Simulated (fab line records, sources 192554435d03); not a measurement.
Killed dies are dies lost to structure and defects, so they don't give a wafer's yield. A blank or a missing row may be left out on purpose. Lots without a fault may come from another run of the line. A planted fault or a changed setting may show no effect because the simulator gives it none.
Chamber matching | flow n5_finfet | N5_BEOL_M0_SAQP_SPACER1_ETCHBACK_99 on rie_diel-06: 4 sister chambers
The step etches SiO2 in CHF3/O2, target depth 15.4 nm, time 7.7 s. 16 wafers are shown with their chamber, then 8 later ones without.

WAFERS WITH THEIR CHAMBER
wafer  | chamber | throttle_valve_pct (%) | showerhead_plenum_p_Torr (Torr) | oes_product_au (a.u.)
L331.1 | 3       | 19.22                  | 2.32                            | 0.75
L331.4 | 0       | 18.58                  | 2.37                            | 0.91
L331.6 | 0       | 18.59                  | 2.37                            | 0.91
L335.2 | 0       | 18.58                  | 2.36                            | 0.91
L335.3 | 1       | 18.89                  | 2.32                            | 0.75
L335.6 | 3       | 19.21                  | 2.31                            | 0.76
L334.4 | 2       | 18.95                  | 2.49                            | 0.72
L334.5 | 2       | 18.95                  | 2.49                            | 0.72
L334.6 | 1       | 18.89                  | 2.32                            | 0.76
L336.1 | 2       | 18.96                  | 2.49                            | 0.71
L336.4 | 3       | 19.21                  | 2.31                            | 0.74
L336.6 | 3       | 19.24                  | 2.31                            | 0.74
L344.1 | 2       | 18.97                  | 2.48                            | 0.71
L344.2 | 0       | 18.61                  | 2.36                            | 0.87
L344.5 | 2       | 18.98                  | 2.48                            | 0.71
L345.2 | 3       | 19.24                  | 2.31                            | 0.73

SIGNATURES (means of the wafers above)
reading                  | chamber 0 | chamber 1 | chamber 2 | chamber 3 | scatter within a chamber
throttle_valve_pct       | 18.5900   | 18.8900   | 18.9620   | 19.2240   | 0.0135
showerhead_plenum_p_Torr | 2.3650    | 2.3200    | 2.4860    | 2.3120    | 0.005
oes_product_au           | 0.9000    | 0.7550    | 0.7140    | 0.7440    | 0.0125
Rule: a wafer's distance from a chamber is the root of the sum, over the readings, of the square of ((its reading less the chamber's mean) divided by the reading's scatter). The wafer belongs to the nearest chamber; if the next one is less than 2 further off, it can't be placed. The scatter: the root of (the sum of the squares of (reading less its chamber's mean) over the shown wafers, divided by (wafers less chambers)).

WAFERS WITHOUT THEIR CHAMBER
wafer  | throttle_valve_pct (%) | showerhead_plenum_p_Torr (Torr) | oes_product_au (a.u.)
L345.3 | 18.93                  | 2.31                            | 0.73
L345.6 | 18.63                  | 2.36                            | 0.86
L352.2 | 18.98                  | 2.48                            | 0.70
L352.5 | 19.28                  | 2.30                            | 0.73
L352.6 | 18.64                  | 2.35                            | 0.86
L354.1 | 18.92                  | 2.31                            | 0.72
L354.5 | 19.26                  | 2.30                            | 0.72
L354.6 | 18.63                  | 2.35                            | 0.84

WHICH CHAMBER EACH WENT THROUGH
wafer  | from the rows above | in truth
L345.3 | 1                   | 1
L345.6 | 0                   | 0
L352.2 | 2                   | 2
L352.5 | 3                   | 3
L352.6 | 0                   | 0
L354.1 | 1                   | 1
L354.5 | 3                   | 3
L354.6 | 0                   | 0
Placed correctly: 8 of 8. Can't be placed from these rows: 0. Placed wrongly: 0.
